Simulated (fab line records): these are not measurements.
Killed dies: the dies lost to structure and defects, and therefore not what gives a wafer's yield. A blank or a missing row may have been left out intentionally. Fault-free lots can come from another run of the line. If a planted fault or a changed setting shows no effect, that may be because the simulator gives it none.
Chamber matching / flow n5-finfet / N5_MOL_CONTACT_COAG_ETCH_59 on rie-diel-03: 4 sister chambers
The step etches underlayer in N2/H2, target depth 13 nm, time 10.4 s. 8 wafers are shown with their chamber, then 9 later ones without.

WAFERS, EACH WITH ITS CHAMBER
wafer=L084.2; chamber=3; drypump-motor-current-A (A)=6.0; showerhead-plenum-p-Torr (Torr)=2.41
wafer=L088.4; chamber=0; drypump-motor-current-A (A)=6.1; showerhead-plenum-p-Torr (Torr)=2.52
wafer=L088.5; chamber=2; drypump-motor-current-A (A)=5.9; showerhead-plenum-p-Torr (Torr)=2.42
wafer=L089.2; chamber=2; drypump-motor-current-A (A)=5.9; showerhead-plenum-p-Torr (Torr)=2.42
wafer=L089.5; chamber=1; drypump-motor-current-A (A)=5.5; showerhead-plenum-p-Torr (Torr)=2.65
wafer=L090.2; chamber=3; drypump-motor-current-A (A)=6.0; showerhead-plenum-p-Torr (Torr)=2.40
wafer=L090.5; chamber=1; drypump-motor-current-A (A)=5.4; showerhead-plenum-p-Torr (Torr)=2.65
wafer=L090.6; chamber=0; drypump-motor-current-A (A)=6.1; showerhead-plenum-p-Torr (Torr)=2.52

WAFERS MISSING THEIR CHAMBER
wafer=L093.2; drypump-motor-current-A (A)=6.1; showerhead-plenum-p-Torr (Torr)=2.52
wafer=L093.3; drypump-motor-current-A (A)=5.5; showerhead-plenum-p-Torr (Torr)=2.65
wafer=L093.4; drypump-motor-current-A (A)=6.0; showerhead-plenum-p-Torr (Torr)=2.40
wafer=L092.2; drypump-motor-current-A (A)=5.4; showerhead-plenum-p-Torr (Torr)=2.65
wafer=L092.3; drypump-motor-current-A (A)=5.9; showerhead-plenum-p-Torr (Torr)=2.42
wafer=L092.4; drypump-motor-current-A (A)=6.0; showerhead-plenum-p-Torr (Torr)=2.40
wafer=L094.3; drypump-motor-current-A (A)=6.0; showerhead-plenum-p-Torr (Torr)=2.40
wafer=L094.4; drypump-motor-current-A (A)=6.1; showerhead-plenum-p-Torr (Torr)=2.51
wafer=L094.6; drypump-motor-current-A (A)=6.0; showerhead-plenum-p-Torr (Torr)=2.40

WHICH CHAMBER EACH ONE RAN IN
wafer=L093.2; from the rows above=0; in truth=0
wafer=L093.3; from the rows above=1; in truth=1
wafer=L093.4; from the rows above=3; in truth=3
wafer=L092.2; from the rows above=1; in truth=1
wafer=L092.3; from the rows above=2; in truth=2
wafer=L092.4; from the rows above=3; in truth=3
wafer=L094.3; from the rows above=3; in truth=3
wafer=L094.4; from the rows above=0; in truth=0
wafer=L094.6; from the rows above=3; in truth=3
Placed correctly: 9 of 9. Left unplaced by these rows: 0. 0 placed wrongly.
How it was worked out, from the rows above alone: a wafer's distance from a chamber is the root of the sum, over the readings, of the square of ((its reading less the chamber's mean) divided by the reading's scatter). If the next closest chamber is less than 2 further off than the closest, the wafer can't be placed; otherwise it belongs to the closest. For every chamber, the mean is computed from those of its wafers that are shown. The scatter: take each reading less its chamber's mean, square it, sum over the shown wafers, divide by the number of wafers less the number of chambers, and take the root.
